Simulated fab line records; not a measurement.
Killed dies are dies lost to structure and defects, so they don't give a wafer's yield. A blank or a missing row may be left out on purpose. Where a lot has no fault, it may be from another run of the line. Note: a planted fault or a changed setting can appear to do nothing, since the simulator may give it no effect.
The tool behind it: which one? -- flow nand harc -- 11 lots with 33 wafers sampled at 6 steps, on a route of 1302 steps

== WHAT EACH GAUGE READ, for each wafer ==
NHARC_P_GATE_CD_MEAS_91: target cd 2000 nm.
lot,measured,on,cd nm (nm)
L167,day 6 04:31,cd sem-01,1999.6 2001.5 2000.5
L168,day 6 12:13,cd sem-01,1997.7 2001.9 2000.9
L169,day 6 20:47,cd sem-02,1998.7 2003.9 2001.3
L171,day 8 02:11,cd sem-02,2001.9 2002.6 2000.4
L172,day 8 06:25,cd sem-02,1998.2 1997.3 1999.9
L175,day 9 13:49,cd sem-01,- - -
L177,day 10 07:16,cd sem-03,2001.1 1998.3 2000.0
L183,day 12 17:28,cd sem-03,1998.6 1998.6 1998.9
L185,day 13 14:52,cd sem-03,1998.8 2000.6 2002.6
L186,day 13 22:40,cd sem-03,1998.3 2000.7 2001.4
L189,day 15 07:56,cd sem-02,2001.9 1998.9 2000.8

NHARC_END_SORT_01.
lot,measured,on,killed at array,killed at other,killed at periphery,killed dies,killed open,killed short
L167,day 24 20:01,prober-01,81 72 66,1 0 0,2 1 5,84 73 71,5 3 4,1 1 2
L168,day 25 11:46,prober-02,43 37 35,0 0 8,3 4 3,46 41 46,4 5 6,4 4 2
L169,day 25 04:01,prober-01,45 34 43,0 2 2,7 7 0,52 43 45,4 8 4,0 3 1
L171,day 27 03:20,prober-02,34 63 42,1 1 0,5 2 0,40 66 42,4 1 2,1 3 1
L172,day 27 12:36,prober-01,37 21 38,0 0 1,0 3 0,37 24 39,6 3 5,2 1 5
L175,day 28 10:43,prober-01,61 75 56,0 1 0,616 601 621,677 677 677,7 0 5,2 6 2
L177,day 28 20:07,prober-02,37 42 37,0 0 1,0 2 1,37 44 39,5 4 8,0 4 1
L183,day 31 22:11,prober-01,33 39 37,2 0 0,3 3 5,38 42 42,1 2 3,2 2 2
L185,day 33 02:43,prober-01,40 36 43,0 0 0,5 3 2,45 39 45,7 1 3,2 2 2
L186,day 32 18:41,prober-01,54 59 65,2 0 2,5 7 7,61 66 74,2 3 5,2 8 1
L189,day 33 22:55,prober-01,36 51 50,2 0 0,5 1 3,43 52 53,0 2 5,7 1 4

== EACH LOT AND THE TOOL THAT RAN IT (in order: tool; ch and the chambers of the sampled wafers; start) ==
lot,NHARC_P_GATE_ETCHBACK_37,NHARC_P_GATE_STRIP_112,NHARC_P_GATE_EXPOSE_88,NHARC_P_GATE_STRIP_113
L167,"rie diel-04 ch 0,1, day 6 03:26 or earlier","plasma asher-02 ch 0,1, day 6 03:26","krf scanner-02 ch 0, day 6 04:21","plasma asher-01 ch 0,1, day 6 05:02"
L168,"rie diel-11 ch 0,2,3, day 6 11:04 or earlier","plasma asher-02 ch 0,1, day 6 11:04","krf scanner-01 ch 0, day 6 12:04","plasma asher-02 ch 0,1, day 6 12:44"
L169,"rie diel-11 ch 0,2,3, day 6 19:39 or earlier","plasma asher-02 ch 0, day 6 19:39","krf scanner-02 ch 0, day 6 20:37","plasma asher-01 ch 0,1, day 6 21:26"
L171,"rie diel-12 ch 2,3, day 8 01:04 or earlier","plasma asher-02 ch 0,1, day 8 01:04","krf scanner-02 ch 0, day 8 02:01","plasma asher-02 ch 0,1, day 8 02:57"
L172,"rie diel-11 ch 0,2,3, day 8 05:14 or earlier","plasma asher-02 ch 0,1, day 8 05:14","krf scanner-04 ch 0, day 8 06:16","plasma asher-02 ch 0,1, day 8 06:57"
L175,"rie diel-11 ch 1,2,3, day 9 12:37 or earlier","plasma asher-02 ch 0,1, day 9 12:37","krf scanner-02 ch 0, day 9 13:39","plasma asher-02 ch 0,1, day 9 14:20"
L177,"rie diel-12 ch 1,2,3, day 10 06:07 or earlier","plasma asher-02 ch 0,1, day 10 06:07","krf scanner-01 ch 0, day 10 07:06","plasma asher-01 ch 0,1, day 10 07:47"
L183,"rie diel-04 ch 0,1,3, day 12 16:19 or earlier","plasma asher-02 ch 0,1, day 12 16:19","krf scanner-02 ch 0, day 12 17:19","plasma asher-01 ch 0,1, day 12 17:59"
L185,"rie diel-12 ch 0,1, day 13 13:41 or earlier","plasma asher-01 ch 0,1, day 13 13:41","krf scanner-02 ch 0, day 13 14:43","plasma asher-01 ch 0,1, day 13 15:31"
L186,"rie diel-04 ch 0,1, day 13 21:29 or earlier","plasma asher-02 ch 0,1, day 13 21:29","krf scanner-01 ch 0, day 13 22:31","plasma asher-01 ch 0,1, day 13 23:19"
L189,"rie diel-11 ch 0,1,2, day 15 06:44 or earlier","plasma asher-02 ch 0,1, day 15 06:44","krf scanner-02 ch 0, day 15 07:46","plasma asher-02 ch 0,1, day 15 08:29"
- NHARC_P_GATE_ETCHBACK_37: etches the open film in CHF3/O2, target depth 34.5 nm, time 17.2 s.
- NHARC_P_GATE_STRIP_112: strips in N2/H2, time 200 s.
- NHARC_P_GATE_EXPOSE_88: exposes mask P HVN, target cd 2000 nm.
- NHARC_P_GATE_STRIP_113: strips in N2/H2, time 740 s.

== WHAT THE TOOLS THEMSELVES READ (means of the sampled wafers that have a number; where no wafer has one, the mark that the record gives instead) ==
NHARC_P_GATE_ETCHBACK_37.
lot,tool,chamber pressure mTorr (mTorr),drypump motor current A (A),o2 flow sccm (sccm),oes product au (a.u.),rf vpp V (V),showerhead plenum p Torr (Torr),throttle valve pct (%)
L167,rie diel-04,24.995,5.3,10.019,1.00,370.3,2.39,20.572
L168,rie diel-11,25.006,5.5,9.967,0.99,372.2,2.42,20.580
L169,rie diel-11,24.992,5.5,10.010,0.99,370.7,2.42,20.566
L171,rie diel-12,25.003,5.2,9.975,1.00,371.9,2.45,20.570
L172,rie diel-11,24.984,5.5,9.968,0.92,371.5,2.42,20.578
L175,rie diel-11,25.008,5.7,9.992,0.92,369.8,2.36,20.565
L177,rie diel-12,24.989,5.7,10.005,0.92,370.5,2.39,20.569
L183,rie diel-04,25.010,5.3,9.992,1.00,370.4,2.43,20.570
L185,rie diel-12,25.007,6.0,10.018,0.92,370.1,2.39,20.581
L186,rie diel-04,25.028,5.3,10.031,1.00,370.4,2.38,20.574
L189,rie diel-11,25.001,5.4,9.997,0.92,370.9,2.41,20.567

NHARC_P_GATE_STRIP_112.
lot,tool,drypump motor current A (A),heater power w (W)
L167,plasma asher-02,6.3,98
L168,plasma asher-02,6.3,99
L169,plasma asher-02,6.5,97
L171,plasma asher-02,6.3,97
L172,plasma asher-02,6.3,98
L175,plasma asher-02,6.3,97
L177,plasma asher-02,6.0,99
L183,plasma asher-02,6.3,98
L185,plasma asher-01,5.3,85
L186,plasma asher-02,6.3,97
L189,plasma asher-02,6.0,98

NHARC_P_GATE_EXPOSE_88.
lot,tool,reticle temp C (C)
L167,krf scanner-02,23.01
L168,krf scanner-01,22.84
L169,krf scanner-02,23.01
L171,krf scanner-02,22.94
L172,krf scanner-04,22.97
L175,krf scanner-02,22.94
L177,krf scanner-01,22.97
L183,krf scanner-02,22.93
L185,krf scanner-02,22.97
L186,krf scanner-01,22.92
L189,krf scanner-02,22.98

NHARC_P_GATE_STRIP_113.
lot,tool,drypump motor current A (A),heater power w (W)
L167,plasma asher-01,5.1,85
L168,plasma asher-02,6.3,96
L169,plasma asher-01,5.2,85
L171,plasma asher-02,6.0,99
L172,plasma asher-02,6.3,97
L175,plasma asher-02,6.3,97
L177,plasma asher-01,5.3,85
L183,plasma asher-01,5.1,87
L185,plasma asher-01,5.1,87
L186,plasma asher-01,5.3,84
L189,plasma asher-02,6.0,97

== THE ANSWER, worked out from the rows above alone ==
Rule: the lots themselves supply what counts as usual. Put in order of their means at a reading, lots are off if they are a third of the lots or fewer, leave a main group of 4 or more, and stand apart from it by a gap of 3 or more times the standard deviation of the main group's means; of several such gaps the widest counts. If all means in a main group match to the digits the tables above print for the reading, that group is not used. Also off: a lot with no number at a reading for which 4 or more lots have one. Any other lot the step has rows for is counted as sound. The gauges are gone through in route order, then the tools' own readings, and for those a lot's mean is taken as printed above. The first step at which some lot is off is used, and at that step the reading that is off furthest; a lot without a number counts as furthest.
Off at NHARC_P_GATE_CD_MEAS_91 (cd nm): L175. Without a number there: L175. The main group: mean 2000.2 nm, standard deviation 0.96.
A tool fits if, at a process step before that reading, it ran every lot that is off, and no sound lot after the first of them. Not tried: the gauges at NHARC_P_GATE_CD_MEAS_91; whatever is off there is also off at NHARC_END_SORT_01, on other tools, and gauge error can't account for it. NHARC_P_GATE_ETCHBACK_37 gives no start for some lots, so the hours and the order of its lots are those of NHARC_P_GATE_STRIP_112. None of those tried fits.

== WHAT THE SIMULATOR PUT IN ==
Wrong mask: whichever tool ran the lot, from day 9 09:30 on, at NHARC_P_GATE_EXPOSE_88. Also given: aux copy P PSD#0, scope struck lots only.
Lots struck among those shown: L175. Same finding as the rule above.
